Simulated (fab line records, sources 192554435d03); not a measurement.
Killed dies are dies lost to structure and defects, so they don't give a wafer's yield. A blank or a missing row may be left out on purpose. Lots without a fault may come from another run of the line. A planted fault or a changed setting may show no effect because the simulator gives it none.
Which tool did it? | flow n5_finfet | 15 lots, 41 wafers sampled, at 6 steps of a route of 1938

WHAT THE GAUGES READ, wafer by wafer
N5_BEOL_M7_CD_MEAS_35: target cd 40 nm. Usual: cd_nm 40.2 nm, standard deviation 0.66.
lot  | measured     | on        | cd_nm (nm)     | flag
L242 | day 9 03:01  | cd_sem-03 | 39.7 40.0 40.3 |
L243 | day 9 12:09  | cd_sem-03 | 39.0 39.2      |
L245 | day 10 09:10 | cd_sem-01 | 40.0 39.8 40.1 |
L246 | day 10 14:01 | cd_sem-03 | 40.7 40.0 40.3 |
L247 | day 10 18:08 | cd_sem-02 | 40.0 40.7 40.6 |
L248 | day 10 22:56 | cd_sem-03 | 40.1 39.8      |
L249 | day 11 12:10 | cd_sem-01 | 41.0 41.4 40.6 |
L250 | day 11 21:43 | cd_sem-02 | 40.6 40.8 39.3 |
L252 | day 12 00:46 | cd_sem-02 | 39.6 39.8 40.0 |
L258 | day 13 11:40 | cd_sem-02 | 40.4 39.6 40.2 |
L257 | day 13 13:52 | cd_sem-03 | 40.1 39.7 40.3 |
L256 | day 13 15:45 | cd_sem-03 | 40.5 40.4 40.3 |
L260 | day 13 21:03 | cd_sem-03 | 40.6 40.5 40.5 |
L262 | day 14 16:03 | cd_sem-01 | 39.8 39.8      |
L263 | day 14 20:23 | cd_sem-02 | 41.5 39.8      |

N5_BEOL_M8_CD_MEAS_18: pitch 80 nm, target cd 40 nm. Usual: cd_nm 40.7 nm, standard deviation 0.7.
lot  | measured     | on        | cd_nm (nm)     | flag
L242 | day 9 08:05  | cd_sem-01 | 40.7 40.7 41.5 |
L243 | day 9 18:06  | cd_sem-01 | 42.4 40.2      |
L245 | day 10 14:56 | cd_sem-02 | 40.8 40.5 40.0 |
L246 | day 10 23:08 | cd_sem-01 | 39.9 39.8 39.9 |
L247 | day 10 23:22 | cd_sem-02 | 41.7 40.9 42.1 |
L248 | day 11 05:48 | cd_sem-01 | 40.1 40.3      |
L249 | day 11 20:04 | cd_sem-02 | - - -          | OFF
L250 | day 12 04:11 | cd_sem-03 | - - -          | OFF
L252 | day 12 06:33 | cd_sem-01 | - - -          | OFF
L258 | day 13 17:08 | cd_sem-01 | 40.4 40.7 40.5 |
L257 | day 13 22:31 | cd_sem-03 | 41.4 41.1 39.8 |
L256 | day 13 22:37 | cd_sem-02 | 40.4 40.5 40.6 |
L260 | day 14 02:15 | cd_sem-01 | 40.0 40.4 40.2 |
L262 | day 14 22:30 | cd_sem-03 | 41.2 40.3      |
L263 | day 15 05:05 | cd_sem-03 | 41.2 40.8      |

WHICH TOOL RAN EACH LOT (tool, then ch and the chambers of the sampled wafers, then the start)
lot  | N5_BEOL_M7_SPUTTER_48        | N5_BEOL_M8_ETCH_61                 | N5_BEOL_M8_ETCH_62                 | N5_BEOL_M8_HM_OPEN_17
L242 | pvd_sputter-03, day 9 04:14  | rie_diel-03 ch 0,2, day 9 07:38    | rie_diel-03 ch 0,2, day 9 07:42    | rie_metal-02 ch 1, day 9 07:53
L243 | pvd_sputter-03, day 9 13:32  | rie_diel-02 ch 0,2, day 9 17:41    | rie_diel-02 ch 0,2, day 9 17:44    | rie_metal-02 ch 1, day 9 17:55
L245 | pvd_sputter-01, day 10 10:46 | rie_diel-06 ch 0,2,3, day 10 14:25 | rie_diel-06 ch 0,2,3, day 10 14:29 | rie_metal-01 ch 0, day 10 14:40
L246 | pvd_sputter-03, day 10 18:29 | rie_diel-03 ch 0,1,3, day 10 22:43 | rie_diel-03 ch 0,1,3, day 10 22:46 | rie_metal-03 ch 0,1, day 10 22:58
L247 | pvd_sputter-02, day 10 19:23 | rie_diel-06 ch 0,1,2, day 10 22:52 | rie_diel-06 ch 0,1,2, day 10 22:55 | rie_metal-01 ch 0, day 10 23:06
L248 | pvd_sputter-02, day 11 01:32 | rie_diel-06 ch 0,3, day 11 05:21   | rie_diel-06 ch 0,3, day 11 05:24   | rie_metal-03 ch 0,1, day 11 05:37
L249 | pvd_sputter-03, day 11 15:02 | rie_diel-03 ch 1,2,3, day 11 19:34 | rie_diel-03 ch 1,2,3, day 11 19:37 | rie_metal-01 ch 0,1, day 11 19:49
L250 | pvd_sputter-03, day 12 00:38 | rie_diel-02 ch 2,3, day 12 03:45   | rie_diel-02 ch 2,3, day 12 03:48   | rie_metal-02 ch 0,1, day 12 04:01
L252 | pvd_sputter-03, day 12 02:01 | rie_diel-03 ch 1,2,3, day 12 06:00 | rie_diel-03 ch 1,2,3, day 12 06:04 | rie_metal-02 ch 1, day 12 06:15
L258 | pvd_sputter-02, day 13 12:56 | rie_diel-03 ch 0,1,3, day 13 16:37 | rie_diel-03 ch 0,1,3, day 13 16:41 | rie_metal-02 ch 0, day 13 16:52
L257 | pvd_sputter-01, day 13 16:34 | rie_diel-02 ch 0,2,3, day 13 21:50 | rie_diel-02 ch 0,2,3, day 13 21:53 | rie_metal-02 ch 0, day 13 22:06
L256 | pvd_sputter-03, day 13 16:53 | rie_diel-02 ch 0,3, day 13 22:05   | rie_diel-02 ch 0,3, day 13 22:08   | rie_metal-02 ch 0, day 13 22:23
L260 | pvd_sputter-02, day 13 22:37 | rie_diel-03 ch 0,1, day 14 01:49   | rie_diel-03 ch 0,1, day 14 01:52   | rie_metal-01 ch 0,1, day 14 02:05
L262 | pvd_sputter-01, day 14 17:17 | rie_diel-06 ch 2, day 14 21:54     | rie_diel-06 ch 2, day 14 21:58     | rie_metal-01 ch 0,1, day 14 22:11
L263 | pvd_sputter-01, day 14 22:03 | rie_diel-03 ch 1, day 15 04:30     | rie_diel-03 ch 1, day 15 04:33     | rie_metal-02 ch 0,1, day 15 04:46
- N5_BEOL_M7_SPUTTER_48: material Cu, target thk 10 nm, time 1.667 s.
- N5_BEOL_M8_ETCH_61: etches SiARC in CF4, target depth 45.5 nm, time 75.8 s.
- N5_BEOL_M8_ETCH_62: etches SOC in N2/H2, target depth 110 nm, overetch 22 nm, time 165 s.
- N5_BEOL_M8_HM_OPEN_17: chemistry Cl2/BCl3, target TiN, target depth 20 nm, overetch 6 nm.

WHAT THE TOOLS THEMSELVES READ (means of the sampled wafers that have a number; where no wafer has one, the mark that the record gives instead)
N5_BEOL_M7_SPUTTER_48. Usual: chuck_gas_flow_sccm 1.26 sccm, standard deviation 0.046; substrate_temp_c -20.00 C, standard deviation 0.11; throttle_valve_pct 30.2 %, standard deviation 0.89.
lot  | tool           | chuck_gas_flow_sccm (sccm) | substrate_temp_c (C) | throttle_valve_pct (%) | flag
L242 | pvd_sputter-03 | 1.25                       | -19.93               | 29.9                   |
L243 | pvd_sputter-03 | 1.27                       | -20.01               | 29.8                   |
L245 | pvd_sputter-01 | 1.36                       | -20.08               | 30.6                   |
L246 | pvd_sputter-03 | 1.29                       | -20.01               | 29.6                   |
L247 | pvd_sputter-02 | 1.27                       | -20.13               | 29.2                   |
L248 | pvd_sputter-02 | 1.23                       | -19.98               | 29.6                   |
L249 | pvd_sputter-03 | 1.25                       | -20.05               | 30.7                   |
L250 | pvd_sputter-03 | 1.26                       | -20.03               | 31.3                   |
L252 | pvd_sputter-03 | 1.26                       | -20.10               | 30.8                   |
L258 | pvd_sputter-02 | 1.27                       | -19.98               | 29.6                   |
L257 | pvd_sputter-01 | 1.29                       | -19.97               | 30.4                   |
L256 | pvd_sputter-03 | 1.26                       | -19.89               | 30.9                   |
L260 | pvd_sputter-02 | 1.22                       | -19.98               | 29.6                   |
L262 | pvd_sputter-01 | 1.21                       | -19.95               | 30.6                   |
L263 | pvd_sputter-01 | 1.23                       | -19.95               | 30.7                   |

N5_BEOL_M8_ETCH_61. Usual: bias_w 35.99 W, standard deviation 0.099; cf4_flow_sccm 100.0 sccm, standard deviation 0.32; drypump_motor_current_A 5.7 A, standard deviation 0.42; etch_rf_on_time_s 74.4 s, standard deviation 2; mfc_ar_sccm 100.0 sccm, standard deviation 0.31; oes_product_au 0.71 a.u., standard deviation 0.052; rf_vpp_V 184.4 V, standard deviation 1.2; showerhead_plenum_p_Torr 2.17 Torr, standard deviation 0.063; throttle_valve_pct 15.49 %, standard deviation 0.26.
lot  | tool        | bias_w (W) | cf4_flow_sccm (sccm) | drypump_motor_current_A (A) | etch_rf_on_time_s (s) | mfc_ar_sccm (sccm) | oes_product_au (a.u.) | rf_vpp_V (V) | showerhead_plenum_p_Torr (Torr) | throttle_valve_pct (%) | flag
L242 | rie_diel-03 | 36.06      | 99.8                 | 5.9                         | 76.3                  | 99.9               | 0.71                  | 184.5        | 2.19                            | 15.80                  |
L243 | rie_diel-02 | 35.89      | 100.2                | 6.0                         | 75.5                  | 100.0              | 0.68                  | 183.6        | 2.10                            | 15.77                  |
L245 | rie_diel-06 | 35.95      | 100.0                | 5.7                         | 73.4                  | 99.9               | 0.71                  | 185.5        | 2.22                            | 15.23                  |
L246 | rie_diel-03 | 35.96      | 100.0                | 5.8                         | 74.2                  | 100.1              | 0.72                  | 185.6        | 2.19                            | 15.57                  |
L247 | rie_diel-06 | 36.01      | 99.8                 | 5.8                         | 75.0                  | 99.9               | 0.69                  | 184.0        | 2.15                            | 15.29                  |
L248 | rie_diel-06 | 35.90      | 100.2                | 6.0                         | 74.0                  | 99.9               | 0.70                  | 185.4        | 2.25                            | 15.27                  |
L249 | rie_diel-03 | 36.07      | 99.9                 | 5.6                         | 73.9                  | 100.3              | 0.72                  | 185.1        | 2.22                            | 15.52                  |
L250 | rie_diel-02 | 35.90      | 99.9                 | 5.4                         | 73.7                  | 100.0              | 0.77                  | 183.1        | 2.11                            | 15.26                  |
L252 | rie_diel-03 | 35.98      | 100.2                | 5.6                         | 73.4                  | 100.0              | 0.73                  | 185.2        | 2.22                            | 15.53                  |
L258 | rie_diel-03 | 35.99      | 100.0                | 5.8                         | 75.5                  | 100.2              | 0.69                  | 184.8        | 2.18                            | 15.63                  |
L257 | rie_diel-02 | 35.97      | 100.2                | 5.7                         | 74.4                  | 100.0              | 0.72                  | 182.8        | 2.11                            | 15.49                  |
L256 | rie_diel-02 | 36.01      | 99.9                 | 5.9                         | 76.1                  | 99.9               | 0.69                  | 184.2        | 2.12                            | 15.71                  |
L260 | rie_diel-03 | 35.97      | 100.0                | 6.0                         | 74.6                  | 99.7               | 0.69                  | 184.3        | 2.18                            | 15.80                  |
L262 | rie_diel-06 | 35.94      | 99.8                 | 5.2                         | 73.4                  | 100.1              | 0.69                  | 185.1        | 2.15                            | 15.21                  |
L263 | rie_diel-03 | 35.92      | 100.2                | 5.7                         | 73.5                  | 99.8               | 0.71                  | 185.4        | 2.25                            | 15.54                  |

N5_BEOL_M8_ETCH_62. Usual: bias_w 150.0 W, standard deviation 0.51; chamber_pressure_mTorr 30.000 mTorr, standard deviation 0.026; drypump_motor_current_A 5.7 A, standard deviation 0.42; h2_flow_sccm 200.0 sccm, standard deviation 0.59; oes_product_au 0.70 a.u., standard deviation 0.046; rf_vpp_V 525.0 V, standard deviation 2.4; showerhead_plenum_p_Torr 2.58 Torr, standard deviation 0.086; throttle_valve_pct 17.75 %, standard deviation 0.29.
lot  | tool        | bias_w (W) | chamber_pressure_mTorr (mTorr) | drypump_motor_current_A (A) | h2_flow_sccm (sccm) | oes_product_au (a.u.) | rf_vpp_V (V) | showerhead_plenum_p_Torr (Torr) | throttle_valve_pct (%) | flag
L242 | rie_diel-03 | 151.0      | 30.013                         | 5.9                         | 200.4               | 0.71                  | 525.7        | 2.61                            | 18.18                  |
L243 | rie_diel-02 | 149.7      | 29.986                         | 6.0                         | 200.3               | 0.67                  | 521.7        | 2.49                            | 18.02                  |
L245 | rie_diel-06 | 150.1      | 29.999                         | 5.7                         | 200.1               | 0.70                  | 526.3        | 2.65                            | 17.55                  |
L246 | rie_diel-03 | 150.0      | 30.000                         | 5.8                         | 200.2               | 0.70                  | 526.2        | 2.61                            | 17.82                  |
L247 | rie_diel-06 | 149.8      | 30.006                         | 5.8                         | 200.0               | 0.69                  | 524.5        | 2.57                            | 17.56                  |
L248 | rie_diel-06 | 150.2      | 30.003                         | 5.9                         | 200.2               | 0.68                  | 526.8        | 2.68                            | 17.56                  |
L249 | rie_diel-03 | -          | -                              | -                           | -                   | -                     | -            | -                               | -                      | OFF
L250 | rie_diel-02 | -          | -                              | -                           | -                   | -                     | -            | -                               | -                      | OFF
L252 | rie_diel-03 | -          | -                              | -                           | -                   | -                     | -            | -                               | -                      | OFF
L258 | rie_diel-03 | 149.8      | 29.995                         | 5.8                         | 199.9               | 0.68                  | 526.2        | 2.60                            | 17.86                  |
L257 | rie_diel-02 | 149.4      | 29.984                         | 5.6                         | 200.3               | 0.71                  | 522.5        | 2.50                            | 17.75                  |
L256 | rie_diel-02 | 150.1      | 30.013                         | 5.9                         | 199.5               | 0.69                  | 523.7        | 2.50                            | 17.95                  |
L260 | rie_diel-03 | 150.3      | 30.016                         | 6.0                         | 199.8               | 0.68                  | 524.6        | 2.58                            | 18.04                  |
L262 | rie_diel-06 | 149.9      | 30.008                         | 5.1                         | 200.1               | 0.67                  | 524.8        | 2.58                            | 17.58                  |
L263 | rie_diel-03 | 150.2      | 29.993                         | 5.7                         | 200.7               | 0.69                  | 527.5        | 2.67                            | 17.55                  |

N5_BEOL_M8_HM_OPEN_17. Usual: drypump_motor_current_A 5.64 A, standard deviation 0.22; mfc_ar_sccm 24.99 sccm, standard deviation 0.077; oes_ar_750_au 0.76 a.u., standard deviation 0.098; oes_product_au 0.64 a.u., standard deviation 0.076; throttle_valve_pct 22.16 %, standard deviation 0.11.
lot  | tool         | drypump_motor_current_A (A) | mfc_ar_sccm (sccm) | oes_ar_750_au (a.u.) | oes_product_au (a.u.) | throttle_valve_pct (%) | flag
L242 | rie_metal-02 | 5.53                        | 24.96              | 0.65                 | 0.53                  | 22.04                  |
L243 | rie_metal-02 | 5.53                        | 25.05              | 0.65                 | 0.53                  | 22.03                  |
L245 | rie_metal-01 | 6.03                        | 24.94              | 0.69                 | 0.59                  | 22.23                  |
L246 | rie_metal-03 | 5.53                        | 24.91              | 0.74                 | 0.64                  | 22.14                  |
L247 | rie_metal-01 | 6.03                        | 24.97              | 0.69                 | 0.58                  | 22.23                  |
L248 | rie_metal-03 | 5.44                        | 25.09              | 0.74                 | 0.64                  | 22.16                  |
L249 | rie_metal-01 | 5.77                        | 24.92              | 0.90                 | 0.33                  | 22.90                  | OFF
L250 | rie_metal-02 | 5.52                        | 24.98              | 0.69                 | 0.25                  | 22.73                  | OFF
L252 | rie_metal-02 | 5.51                        | 25.03              | 0.64                 | 0.23                  | 22.69                  | OFF
L258 | rie_metal-02 | 5.59                        | 24.99              | 0.78                 | 0.65                  | 22.19                  |
L257 | rie_metal-02 | 5.58                        | 24.87              | 0.77                 | 0.65                  | 22.18                  |
L256 | rie_metal-02 | 5.58                        | 25.01              | 0.77                 | 0.64                  | 22.20                  |
L260 | rie_metal-01 | 5.78                        | 25.00              | 0.85                 | 0.71                  | 22.25                  |
L262 | rie_metal-01 | 5.83                        | 24.96              | 0.80                 | 0.67                  | 22.25                  |
L263 | rie_metal-02 | 5.54                        | 25.01              | 0.88                 | 0.72                  | 21.97                  |

THE ANSWER, worked out from the rows above alone
Rule: a lot is off if the mean of its wafers that have a number lies more than 3 standard deviations from the usual mean. A lot without any number at a reading at which 4 lots or more have one is off too. The other lots that the step has rows for count as sound. The gauges are gone through in route order, then the tools' own readings, and for those a lot's mean is taken as printed above. The first step at which some lot is off is used, and at that step the reading that is off furthest; a lot without a number counts as furthest.
Off: L249, L250, L252, at N5_BEOL_M8_CD_MEAS_18 (cd_nm). Without a number there: L249, L250, L252.
A tool fits if, at a process step before that reading, it ran every lot that is off, and no sound lot after the first of them. The gauges at N5_BEOL_M8_CD_MEAS_18 aren't tried: what is off there is off at N5_BEOL_M8_ETCH_62 too, on other tools, and a gauge's error can't cause that. None of those tried fits.

WHAT THE SIMULATOR HAD PUT IN
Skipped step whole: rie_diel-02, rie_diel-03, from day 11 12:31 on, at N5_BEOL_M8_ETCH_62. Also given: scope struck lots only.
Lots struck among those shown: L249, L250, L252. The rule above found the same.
